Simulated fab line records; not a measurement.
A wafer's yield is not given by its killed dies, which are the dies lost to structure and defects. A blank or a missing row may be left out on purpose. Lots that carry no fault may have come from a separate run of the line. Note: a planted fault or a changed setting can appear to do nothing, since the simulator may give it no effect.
8D (eight disciplines) problem report, filled in by code	flow n5-finfet	the parts of the form that need people (team, actions taken, sign-off) are left out

1. THE PROBLEM
Wafers without a fault read 11.40 s, standard deviation 0.28; barrier-field-endpoint-s at N5_BEOL_M15_CMP_49 reads a mean of 8.05 s on 4 wafers belonging to 3 lots. Measured from the usual mean, that is -12 standard deviations.
The step: polishes, stops on SiO2, t overpolish 4.9 s, target thk 850 nm.
Earliest sighting: wafer L984.4 on cmp-04 at day 17 03:05. The record holds 27 wafers of 10 lots with a number at this step. By rule, "out" or "out of limits" means more than 4 standard deviations away from the usual mean. The rest of the wafers with a number are treated as sound.

2. WHAT IT IS, AND WHAT IT ISN'T
question	is	is not
which readings at this step	barrier-field-endpoint-s	motor-current-A, slurry-filter-dp-kPa
which lots	L984, L986, L989	L969, L970, L973, L975, L978, L979, L980
which wafers of those lots	L984.4, L984.5, L986.5, L989.4	L986.3, L989.2
read on which tools	cmp-03, cmp-04	cmp-02
when	from day 17 03:05	up to then (21 sound wafers); but 2 sound wafers of L986, L989 came after

3. THE SUSPECTS, EACH WITH WHAT RULES IT OUT
Counting: any tool at a process step up to the reading remains a suspect provided it ran every lot that is out. Sound lots after the first of them don't rule it out here, since some wafers of a struck lot are sound.
- pvd-sputter-02 at N5_BEOL_M15_SPUTTER_43 (material TaN, target thk 15 nm, time 24.19 s): kept. It ran every lot that is out, first L984 (day 17 02:08); its last sound lot up to then is L978 (day 15 19:49).
- pvd-sputter-02 at N5_BEOL_M15_SPUTTER_44 (material Ta, target thk 15 nm, time 24.19 s): kept. It ran every lot that is out, first L984 (day 17 02:13); its last sound lot up to then is L978 (day 15 19:53).
- pvd-sputter-02 at N5_BEOL_M15_SPUTTER_45 (material Cu, target thk 100 nm, time 16.67 s): kept. It ran every lot that is out, first L984 (day 17 02:17); its last sound lot up to then is L978 (day 15 19:58).
Left after counting: pvd-sputter-02 at N5_BEOL_M15_SPUTTER_43, pvd-sputter-02 at N5_BEOL_M15_SPUTTER_44, pvd-sputter-02 at N5_BEOL_M15_SPUTTER_45.

4. THE CAUSE (what the simulator had put in)
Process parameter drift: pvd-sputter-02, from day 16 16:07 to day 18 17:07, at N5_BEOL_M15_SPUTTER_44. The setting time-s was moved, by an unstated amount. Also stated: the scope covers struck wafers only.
This tool is one of the 3 suspects left after counting.

5. THE EFFECT CHAIN, in route order
Each row: a reading where the mean over the struck wafers with a number is more than 3 standard deviations away from the usual. Only readings for which the record gives a usual standard deviation are gone through. hours: the time from each lot's start at the first step in this table that gives one to its start at this step, as a median over the lots. sigmas: the change in usual standard deviations.
hours	step	reading	usual	on struck wafers	change	sigmas
0	N5_BEOL_M15_CMP_49	barrier-field-endpoint-s	11.40 s	8.05	-3.35	-12
Its process steps:
- N5_BEOL_M15_CMP_49: polishes, stops on SiO2, t overpolish 4.9 s, target thk 850 nm.

6. WHAT WOULD HAVE CAUGHT IT SOONER
The fault began at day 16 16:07; the first out-of-limits reading in this record came at day 17 03:05, 11 hours later.
Tool readings at N5_BEOL_M15_SPUTTER_44 with a usual standard deviation given in the record: none out on any struck wafer, hence no alarm at a limit of 4 standard deviations on them.
Among the 3 lots that are out, L986, L989 began N5_BEOL_M15_SPUTTER_44 on pvd-sputter-02 after day 17 03:05. A hold on the tool at that time would have spared those 2.
